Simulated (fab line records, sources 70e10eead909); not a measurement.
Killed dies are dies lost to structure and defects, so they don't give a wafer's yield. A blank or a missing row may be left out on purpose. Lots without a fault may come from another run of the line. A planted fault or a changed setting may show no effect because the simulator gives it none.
A struck lot beside a sound one | flow nand_harc | 31 steps out of a route of 1159
Sound: wafers L385.1, L385.2, L385.3. Struck: wafers L392.1, L392.6. (L392.2 of the same lot was not struck and is left out.) The cause comes at the end.
At each step with rows: each side's tool, then ch and its chambers, then its first start. Under that, the readings that differ: sound wafers | struck wafers | difference of the means | sigmas: that difference in standard deviations of wafers without a fault.
alike: readings whose means differ by less than 2 such deviations, and words and numbers that are the same on both sides. not compared: withheld readings, readings that some wafer has no value for, bounds like >300 that may hide the same value, and numbers for which the record gives no deviation and whose values overlap.
The two part at a step that has a row with sigmas, a row that says differs or no value, or rows on one side only. Numbers that don't overlap but have no deviation are shown without sigmas and don't part them. A reading that every wafer of one side lacks parts them only if that side has two wafers or more.

first, 2 steps without rows for these wafers: NHARC_A_WL_FILL_ALD_10 (deposits SiO2, target thk 50 nm, pulse time 10 s, ald cycles 500); NHARC_A_WL_FILL_ETCHBACK_16 (etches the open film in C4F8/O2/Ar, target depth 88 nm, time 17.6 s).
NHARC_A_WL_FILL_STRIP_29: strips in O2, time 20 s.
  sound on rie_diel-01 ch 0,1,3, day 16 17:16; struck on rie_diel-07 ch 2,3, day 18 15:19
  alike: drypump_motor_current_A, oes_product_au, rf_vpp_V, showerhead_plenum_p_Torr, throttle_valve_pct
  not compared: rf_hours_counter_h
then, 4 steps without rows for these wafers: NHARC_A_WL_FILL_ETCHBACK_17 (etches the open film in Cl2/BCl3, target depth 4 nm, time 26.7 s); NHARC_A_WL_FILL_PRECLEAN_18 (cleans in dHF, time 30 s); NHARC_A_WL_FILL_SRD_21; NHARC_A_WL_FILL_CVD_23 (deposits poly-Si, target thk 40 nm, time 800 s).
NHARC_A_WL_FILL_ETCHBACK_26: etches the open film in HBr, target depth 52 nm, time 13.3 s.
  sound on rie_si-05 ch 0,1,2, day 16 22:30; struck on rie_si-04 ch 1,3, day 18 19:38
  alike: drypump_motor_current_A, oes_product_au, rf_fwd_power_W, throttle_valve_pct
  not compared: rf_hours_counter_h
then, 3 steps without rows for these wafers: NHARC_A_WL_FILL_PRECLEAN_30 (cleans in dHF, time 10 s); NHARC_A_WL_FILL_SRD_14; NHARC_A_WL_FILL_ALD_19 (deposits TiN, target thk 2 nm, pulse time 3 s, ald cycles 100).
NHARC_A_WL_FILL_CVD_20: deposits W, target thk 75 nm, time 5064 s.
  sound on cvd_w-01 ch 0,1, day 17 07:25; struck on cvd_w-02 ch 0, day 18 20:06
  reading                | sound          | struck    | difference | sigmas
  throttle_valve_pct (%) | 8.22 7.55 8.41 | 7.41 7.39 | -0.66      | -2
  alike: heater_power_w
NHARC_A_WL_FILL_CMP_12: polishes, t overpolish 30 s, target thk 75 nm.
  sound on cmp-03 ch 0,2,3, day 17 12:26; struck on cmp-04 ch 1,3, day 19 01:13
  alike: motor_current_A, overpolish_run_s, time_to_endpoint_s
then, 3 steps without rows for these wafers: NHARC_A_WL_FILL_SRD_31; NHARC_A_CONTACT_DEP_24 (deposits SiO2, target thk 500 nm); NHARC_A_CONTACT_DEP_28 (deposits aC, target thk 3600 nm).
NHARC_A_CONTACT_DEP_29: deposits SiON, target thk 70 nm.
  sound on pecvd-04 ch 0,1,2, day 17 15:57; struck on pecvd-04 ch 0, day 19 04:47
  alike: heater_power_w, rf_fwd_power_W
then, 10 steps without rows for these wafers: NHARC_A_CONTACT_DEHYDRATE_32 (time 120 s); NHARC_A_CONTACT_HMDS_33 (time 30 s); NHARC_A_CONTACT_COAT_34 (time 75 s); NHARC_A_CONTACT_COAT_35 (time 65 s); NHARC_A_CONTACT_COAT_36 (resist thk 90 nm); NHARC_A_CONTACT_SOFTBAKE_37 (time 55 s); NHARC_A_CONTACT_EBR_38; NHARC_A_CONTACT_EXPOSE_39 (exposes mask A CC 3); NHARC_A_CONTACT_PEB_40 (peb time 65 s); NHARC_A_CONTACT_DEVELOP_41 (develop time 35 s).
NHARC_A_CONTACT_CD_MEAS_42: target cd 200 nm.
  sound on cd_sem-02 ch 0, day 17 16:41; struck on cd_sem-02 ch 0, day 19 05:29
  alike: cd_nm
NHARC_A_CONTACT_OVL_MEAS_43:
  sound on overlay-02, day 17 16:46; struck on overlay-02, day 19 05:35
  alike: overlay_x_nm, overlay_y_nm
NHARC_A_CONTACT_DESCUM_47: chemistry O2, time 3 s.
  sound on rie_diel-13 ch 0,1,2, day 17 16:52; struck on rie_diel-11 ch 2,3, day 19 08:47
  reading | sound | struck                                            | difference                   | sigmas
  hold    | - - - | await_dispo/2.9h/release await_dispo/2.9h/release | no value on the sound wafers |
  alike: drypump_motor_current_A, oes_product_au, rf_vpp_V, showerhead_plenum_p_Torr, throttle_valve_pct
  not compared: rf_hours_counter_h
-- the record jumps here: 4 days lie between the struck wafers' starts before and after (it left off in module A_CONTACT and takes up again in module END, whose first step shown is number 1159 of the route) --
NHARC_END_SORT_01:
  the record has rows for the struck wafers here (prober-01 ch 0, day 23 10:43) and none for the sound ones

WHERE THEY PART
First at NHARC_A_WL_FILL_CVD_20; last, within this record, at NHARC_END_SORT_01.

WHY: what the simulator had put in
Chamber particle source: cvd_w-02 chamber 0, from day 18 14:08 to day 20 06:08, at NHARC_A_WL_FILL_CVD_20. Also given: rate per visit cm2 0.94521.
